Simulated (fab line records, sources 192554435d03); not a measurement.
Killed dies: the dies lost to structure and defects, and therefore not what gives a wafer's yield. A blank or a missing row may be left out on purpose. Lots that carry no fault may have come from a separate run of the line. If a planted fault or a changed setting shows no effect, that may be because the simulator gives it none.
Matching of chambers ; flow n5_finfet ; pecvd-04 running N5_BEOL_M1_ILD_DEP_00: 3 sister chambers
The step deposits SiOC from DEMS/O2, target thk 79 nm, time 15.3 s. 3 wafers are shown with their chamber, then 7 later ones without.

WAFERS PAIRED WITH THEIR CHAMBERS
wafer;chamber;showerhead_plenum_p_Torr (Torr)
L086.2;2;5.700
L087.1;1;5.681
L087.2;0;5.705

WAFERS MISSING THEIR CHAMBER
wafer;showerhead_plenum_p_Torr (Torr)
L087.6;5.697
L089.2;5.709
L089.3;5.678
L089.5;5.723
L092.2;5.679
L092.3;5.707
L092.5;5.666

THE CHAMBER EACH PASSED THROUGH
wafer;from the rows above;in truth
L087.6;can't be placed: 2 or 0 or 1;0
L089.2;can't be placed: 0 or 2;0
L089.3;1;1
L089.5;can't be placed: 0 or 2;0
L092.2;1;1
L092.3;can't be placed: 0 or 2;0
L092.5;1;1
Correctly placed: 3 of 7. Can't be placed from these rows: 4 (the true chamber is among the candidates in 4). Placed wrongly: 0.
How it was worked out, from the rows above alone: a wafer's distance from a chamber is the root of the sum, over the readings, of the square of ((its reading less the chamber's mean) divided by the reading's scatter). The wafer belongs to the nearest chamber; if the next one is less than 2 further off, it can't be placed. Each chamber's mean is taken over the wafers shown for it. The scatter: root of mean squared gap, hidden wafer to nearest shown wafer, with one shown wafer a chamber.
